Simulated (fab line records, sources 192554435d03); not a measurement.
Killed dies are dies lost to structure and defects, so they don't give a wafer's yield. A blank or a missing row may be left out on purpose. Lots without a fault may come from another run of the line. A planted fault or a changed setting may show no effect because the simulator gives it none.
fab line records | flow n5_finfet | part 2 of 2: steps 5 to 6 of 6
record lots=21 wafers=63 last_day=17
route steps=1938 shown ZERO_LAYER@17 PMOS_HMC_CHANNEL_EPI@87 FIN_SAQP@114 FIN_CUT@164
lots that met no fault: from a run of the same line without faults
start_h: hours from the record's first day to the start of the lot's first wafer shown | wait_h: hours since the lot's step before | " the same as in the row above | L1.1+2: a row that stands for several wafers | - no value, or no start given | * or withheld: withheld | < > ~ a bound
route shown NAME@n: a module of which the file shows steps, and the number in the route of the first | usual: mean/standard deviation of fault-free wafers | same: alike in all rows | chamber/n: place in a boat | sites: the reading at each site | _std_site: their standard deviation | _edge_site: outer sites' mean less inner sites' | radius_mm: how far each site lies from the wafer's centre | mask NAME#n: copy n | behind: the tool/chamber that last shaped the wafer | hold: why the lot was held/for how many hours/how that ended | device: the transistor (n, p or np) that didn't switch | end of line: the same wafers' tests at the end of the route | a step without rows: its recipe alone | killed: dies lost to structure and defects at the first sort, not the wafer's yield | map: a wafer's dies, x killed, . not, _ none there
set.NAME: the setting as run; set.NAME@STEP: as run at that earlier step | model.NAME: the simulator's own value behind a step, which no gauge read
steps of the route over a sample of lots; a table a step, a row a wafer
services: from which hour (start_h, from the record's first day; less than 0 if before it) a tool's chamber was out of use, for how many hours, and why
## steps
# step N5_FIN_CUT_OVL_MEAS_09
# recipe points_per_wafer=522
# usual FIN_CUT_OVL=-0.4/0.59
# columns lot.wafer tool chamber start_h wait_h FIN_CUT_OVL[nm]
L074.2 overlay-01 0 29.36 0.0 -0.6
L074.3 " 0 " " -1.0
L074.4 " 0 " " -0.6
L075.1 overlay-01 0 34.22 0.0 -0.5
L075.4 " 0 " " 1.0
L075.5 " 0 " " 0.2
L076.3 overlay-02 0 40.19 0.0 -0.3
L076.5 " 0 " " 0.2
L076.6 " 0 " " 0.2
L077.2 overlay-01 0 45.99 0.0 0.0
L077.3 " 0 " " 0.2
L077.4 " 0 " " 0.5
L078.1 overlay-01 0 51.81 0.0 -1.5
L078.4 " 0 " " -1.7
L078.5 " 0 " " -1.5
L079.1 overlay-01 0 57.90 0.0 -0.6
L079.4 " 0 " " -0.5
L079.6 " 0 " " -2.0
L081.3 overlay-02 0 70.05 0.0 0.1
L081.5 " 0 " " 0.0
L081.6 " 0 " " -0.5
L082.1 overlay-01 0 75.90 0.0 -0.6
L082.4 " 0 " " -1.0
L082.6 " 0 " " -1.8
L083.1 overlay-01 0 82.61 0.0 0.9
L083.4 " 0 " " 0.7
L083.5 " 0 " " 0.6
L085.3 overlay-01 0 93.47 0.0 -0.6
L085.5 " 0 " " 0.8
L085.6 " 0 " " -0.3
L086.1 overlay-02 0 99.72 0.0 -0.6
L086.5 " 0 " " 0.3
L086.6 " 0 " " -0.7
L087.1 overlay-01 0 103.94 0.0 -0.8
L087.2 " 0 " " 0.4
L087.3 " 0 " " -0.8
L088.2 overlay-02 0 110.88 0.0 -0.4
L088.5 " 0 " " -0.6
L088.6 " 0 " " -0.7
L089.1 overlay-01 0 117.74 0.0 0.4
L089.4 " 0 " " -0.4
L089.6 " 0 " " -0.2
L090.2 overlay-01 0 123.43 0.0 -0.4
L090.3 " 0 " " 0.1
L090.6 " 0 " " -0.3
L091.1 overlay-01 0 129.61 0.0 -0.4
L091.2 " 0 " " -0.3
L091.3 " 0 " " -0.5
L092.2 overlay-02 0 137.15 0.0 -0.7
L092.4 " 0 " " -0.4
L092.5 " 0 " " -0.5
L093.1 overlay-02 0 141.97 0.0 -0.3
L093.5 " 0 " " 0.1
L093.6 " 0 " " -0.5
L094.1 overlay-01 0 147.26 0.0 -1.5
L094.3 " 0 " " 0.0
L094.4 " 0 " " 0.5
L096.1 overlay-01 0 158.75 0.0 0.0
L096.3 " 0 " " 0.0
L096.6 " 0 " " -0.9
L097.3 overlay-02 0 164.74 0.0 -0.8
L097.4 " 0 " " -0.3
L097.6 " 0 " " -0.5
# step N5_FIN_CUT_ETCH_21
# recipe chemistry=N2/H2 target=SOC target_depth_a=2190 overetch_a=438 mask_material=SiARC temp_c=40 ion_energy_ev=100 bias_w=61 time_s=523.5 pressure_mtorr=30 source_w=850 n2_flow_sccm=200 h2_flow_sccm=200
# usual drypump_motor_current_A=5.6/0.5 h2_flow_sccm=199.9/0.57 oes_product_au=0.72/0.074 rf_vpp_V=241.0/1.4 showerhead_plenum_p_Torr=2.57/0.08 temp_c=39.99/0.11 throttle_valve_pct=17.77/0.23
# columns lot.wafer tool chamber start_h wait_h drypump_motor_current_A h2_flow_sccm oes_product_au rf_hours_counter_h rf_vpp_V showerhead_plenum_p_Torr temp_c throttle_valve_pct
L074.2 rie_diel-03 1 29.54 0.0 6.6 199.0 0.71 149 242.1 2.65 40.07 17.75
L074.3 " 3 " " 5.7 199.6 0.65 235 243.0 2.61 40.00 18.02
L074.4 " 0 " " 5.7 200.2 0.64 230 239.6 2.51 40.17 17.61
L075.1 rie_diel-01 0 34.58 0.0 5.8 200.5 0.87 4 243.7 2.71 39.90 17.72
L075.4 " 1 " " 5.7 200.2 0.75 - 240.7 2.57 40.09 17.65
L075.5 " 2 " " 4.9 200.3 0.81 - 240.7 2.48 39.90 17.35
L076.3 rie_diel-03 3 40.36 0.0 5.7 199.3 0.64 240 241.7 2.61 39.97 18.05
L076.5 " 0 " " 5.7 200.6 0.64 - 240.9 2.51 39.94 17.62
L076.6 " 1 " " 6.6 199.9 0.71 - 242.5 2.65 39.65 17.76
L077.2 rie_diel-01 2 46.17 0.0 4.8 200.0 0.81 40 238.5 2.48 39.95 17.36
L077.3 " 0 " " 5.8 200.3 0.85 8 244.2 2.70 39.90 17.70
L077.4 " 3 " " 5.6 199.3 0.90 1 241.4 2.60 40.06 17.57
L078.1 rie_diel-02 3 52.14 0.0 4.9 200.2 0.66 197 242.5 2.62 39.88 17.85
L078.4 " 1 " " 5.8 200.7 0.66 201 241.2 2.52 39.94 18.13
L078.5 " 2 " " 5.1 199.5 0.78 - 238.6 2.48 40.07 17.71
L079.1 rie_diel-01 1 58.08 0.0 5.7 200.0 0.75 97 239.0 2.57 40.24 17.68
L079.4 " 2 " " 4.9 198.6 0.80 43 239.5 2.48 40.10 17.35
L079.6 " 1 " " 5.7 200.4 0.75 - 241.2 2.57 40.22 17.67
L081.3 rie_diel-01 2 70.23 0.0 4.8 199.9 0.80 46 239.1 2.48 39.99 17.36
L081.5 " 2 " " 4.8 200.3 0.80 - 239.7 2.48 39.96 17.37
L081.6 " 3 " " 5.5 199.1 0.88 - 240.9 2.60 39.93 17.57
L082.1 rie_diel-02 0 76.09 0.0 6.1 198.9 0.72 113 243.1 2.68 39.97 17.55
L082.4 " 1 " " 5.8 200.5 0.65 208 240.4 2.52 40.08 18.14
L082.6 " 1 " " 5.8 199.5 0.65 - 241.4 2.52 39.92 18.14
L083.1 rie_diel-03 3 82.80 0.0 5.8 200.0 0.63 254 241.1 2.60 39.92 18.07
L083.4 " 1 " " 6.6 200.1 0.70 - 243.0 2.64 40.07 17.79
L083.5 " 3 " " 5.8 200.4 0.64 - 241.2 2.60 39.82 18.07
L085.3 rie_diel-02 0 93.68 0.0 6.1 199.2 0.72 119 243.4 2.67 40.03 17.54
L085.5 " 1 " " 5.8 199.9 0.65 - 240.5 2.51 39.87 18.16
L085.6 " 2 " " 5.0 199.5 0.78 - 239.5 2.48 40.13 17.75
L086.1 rie_diel-03 2 100.15 0.0 6.4 199.0 0.85 13 243.6 2.73 39.94 17.63
L086.5 " 1 " " 6.7 199.9 0.70 - 241.7 2.64 40.04 17.80
L086.6 " 2 " " 6.4 199.7 0.85 - 243.3 2.73 39.82 17.61
L087.1 rie_diel-01 3 104.12 0.0 5.5 199.8 0.85 17 240.8 2.59 40.02 17.60
L087.2 " 2 " " 4.9 200.6 0.78 56 238.3 2.48 40.02 17.38
L087.3 " 0 " " 5.8 199.9 0.81 25 242.9 2.70 39.89 17.73
L088.2 rie_diel-01 1 111.06 0.0 5.7 199.8 0.73 114 241.4 2.56 39.90 17.69
L088.5 " 2 " " 4.9 200.1 0.77 - 239.3 2.47 39.96 17.40
L088.6 " 3 " " 5.5 201.9 0.85 - 239.5 2.59 39.97 17.58
L089.1 rie_diel-02 1 117.93 0.0 5.8 199.2 0.64 221 240.5 2.51 39.98 18.17
L089.4 " 2 " " 5.1 199.6 0.76 66 238.6 2.47 39.91 17.74
L089.6 " 1 " " 5.8 199.4 0.65 - 239.9 2.51 39.92 18.18
L090.2 rie_diel-02 0 123.67 0.0 6.1 199.4 0.71 128 242.0 2.67 39.99 17.57
L090.3 " 2 " " 5.1 200.3 0.76 68 239.7 2.47 40.02 17.77
L090.6 " 1 " " 5.8 200.8 0.65 - 241.8 2.51 40.10 18.18
L091.1 rie_diel-02 2 129.80 0.0 5.1 199.8 0.76 70 239.2 2.47 40.01 17.76
L091.2 " 0 " " 6.1 199.6 0.72 130 241.8 2.67 40.00 17.56
L091.3 " 1 " " 5.8 199.4 0.65 224 240.2 2.51 39.75 18.18
L092.2 rie_diel-02 3 137.33 0.0 4.9 200.4 0.65 221 240.9 2.61 40.02 17.87
L092.4 " 2 " " 5.1 200.7 0.76 73 239.0 2.47 40.06 17.77
L092.5 " 0 " " 6.1 200.2 0.71 - 242.4 2.67 40.16 17.56
L093.1 rie_diel-02 3 142.15 0.0 4.9 200.6 0.64 223 240.0 2.61 40.09 17.87
L093.5 " 3 " " 4.9 199.5 0.64 - 242.0 2.61 40.06 17.87
L093.6 " 2 " " 5.1 199.2 0.76 - 239.2 2.47 40.06 17.77
L094.1 rie_diel-02 0 147.44 0.0 6.1 198.7 0.71 134 243.0 2.67 39.76 17.56
L094.3 " 1 " " 5.8 200.8 0.64 232 239.7 2.50 40.15 18.18
L094.4 " 2 " " 5.1 199.7 0.75 77 239.1 2.47 40.12 17.78
L096.1 rie_diel-02 0 158.93 0.0 6.1 199.8 0.70 137 242.6 2.66 40.12 17.56
L096.3 " 2 " " 5.1 200.9 0.75 80 240.1 2.47 39.97 17.78
L096.6 " 2 " " 5.1 199.9 0.74 - 238.9 2.47 40.07 17.76
L097.3 rie_diel-01 0 164.92 0.0 5.8 199.8 0.78 45 242.3 2.69 40.10 17.79
L097.4 " 2 " " 4.9 200.4 0.76 76 240.2 2.47 40.00 17.42
L097.6 " 1 " " 5.7 200.2 0.72 - 240.9 2.56 40.02 17.73
## services
# columns tool chamber start_h hours kind
rie_diel-06 - -9.08 34.6 repair
epi_rpcvd-02 - -6.85 0.3 repair
rie_diel-05 3 -6.55 11.7 repair
rie_diel-02 3 16.09 6.7 repair
plasma_asher-02 - 17.37 59.0 repair
rie_diel-05 - 19.63 2.8 pm
rie_diel-04 2 19.79 4.9 repair
rie_diel-04 1 26.85 1.2 repair
plasma_asher-01 - 46.42 2.8 pm
rie_diel-03 2 73.19 12.5 repair
epi_rpcvd-01 - 75.20 2.8 pm
epi_rpcvd-04 - 82.61 8.1 pm
plasma_asher-01 - 87.39 0.8 repair
rie_diel-02 3 88.48 5.4 repair
rie_diel-04 1 104.02 9.3 repair
rie_diel-05 2 104.20 - clean
rie_diel-05 2 104.20 - consumable_replace:focus_ring
rie_diel-05 2 104.20 12.5 scheduled_down
rie_diel-05 2 132.80 6.0 repair
epi_rpcvd-02 - 134.45 2.0 repair
rie_diel-01 3 135.89 14.2 repair
rie_diel-02 0 141.71 3.3 repair
rie_diel-03 3 151.46 4.3 repair
epi_rpcvd-04 - 163.66 1.0 repair
